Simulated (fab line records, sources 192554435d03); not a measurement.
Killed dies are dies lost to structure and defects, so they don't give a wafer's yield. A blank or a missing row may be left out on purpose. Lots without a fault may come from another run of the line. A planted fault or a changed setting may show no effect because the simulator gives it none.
Chamber matching | flow n5_finfet | N5_FIN_SAQP_PECVD_48 on pecvd-04: 3 sister chambers
The step deposits SiNx from SiH4/NH3/N2, target thk 25 nm, time 22.1 s. 16 wafers are shown with their chamber, then 8 later ones without.

WAFERS WITH THEIR CHAMBER
wafer  | chamber | showerhead_plenum_p_Torr (Torr) | throttle_valve_pct (%) | heater_power_w (W)
L076.1 | 0       | 5.09                            | 38.9                   | 740
L076.3 | 1       | 5.09                            | 40.7                   | 696
L076.4 | 1       | 5.10                            | 40.4                   | 688
L079.1 | 0       | 5.07                            | 38.9                   | 694
L079.5 | 1       | 5.10                            | 40.6                   | 693
L079.6 | 2       | 5.18                            | 40.2                   | 617
L084.2 | 1       | 5.10                            | 40.2                   | 647
L084.4 | 2       | 5.19                            | 40.2                   | 653
L084.5 | 0       | 5.06                            | 39.4                   | 750
L085.1 | 1       | 5.11                            | 40.5                   | 733
L085.3 | 0       | 5.08                            | 39.2                   | 750
L085.6 | 0       | 5.07                            | 39.2                   | 763
L089.3 | 1       | 5.11                            | 40.7                   | 715
L089.4 | 2       | 5.19                            | 40.0                   | 586
L089.5 | 1       | 5.10                            | 40.5                   | 711
L094.2 | 1       | 5.09                            | 40.6                   | 710

SIGNATURES (means of the wafers above)
reading                  | chamber 0 | chamber 1 | chamber 2 | scatter within a chamber
showerhead_plenum_p_Torr | 5.0740    | 5.1000    | 5.1867    | 0.00871
throttle_valve_pct       | 39.120    | 40.525    | 40.133    | 0.178
heater_power_w           | 739.40    | 699.12    | 618.67    | 27.2
Rule: a wafer's distance from a chamber is the root of the sum, over the readings, of the square of ((its reading less the chamber's mean) divided by the reading's scatter). The wafer belongs to the nearest chamber; if the next one is less than 2 further off, it can't be placed. The scatter: the root of (the sum of the squares of (reading less its chamber's mean) over the shown wafers, divided by (wafers less chambers)).

WAFERS WITHOUT THEIR CHAMBER
wafer  | showerhead_plenum_p_Torr (Torr) | throttle_valve_pct (%) | heater_power_w (W)
L094.3 | 5.18                            | 40.3                   | 603
L094.5 | 5.07                            | 38.8                   | 749
L095.4 | 5.11                            | 40.5                   | 668
L095.5 | 5.07                            | 39.3                   | 818
L095.6 | 5.18                            | 40.3                   | 569
L096.2 | 5.18                            | 40.0                   | 665
L096.3 | 5.07                            | 39.3                   | 815
L096.6 | 5.19                            | 39.9                   | 663

WHICH CHAMBER EACH WENT THROUGH
wafer  | from the rows above | in truth
L094.3 | 2                   | 2
L094.5 | 0                   | 0
L095.4 | 1                   | 1
L095.5 | 0                   | 0
L095.6 | 2                   | 2
L096.2 | 2                   | 2
L096.3 | 0                   | 0
L096.6 | 2                   | 2
Placed correctly: 8 of 8. Can't be placed from these rows: 0. Placed wrongly: 0.
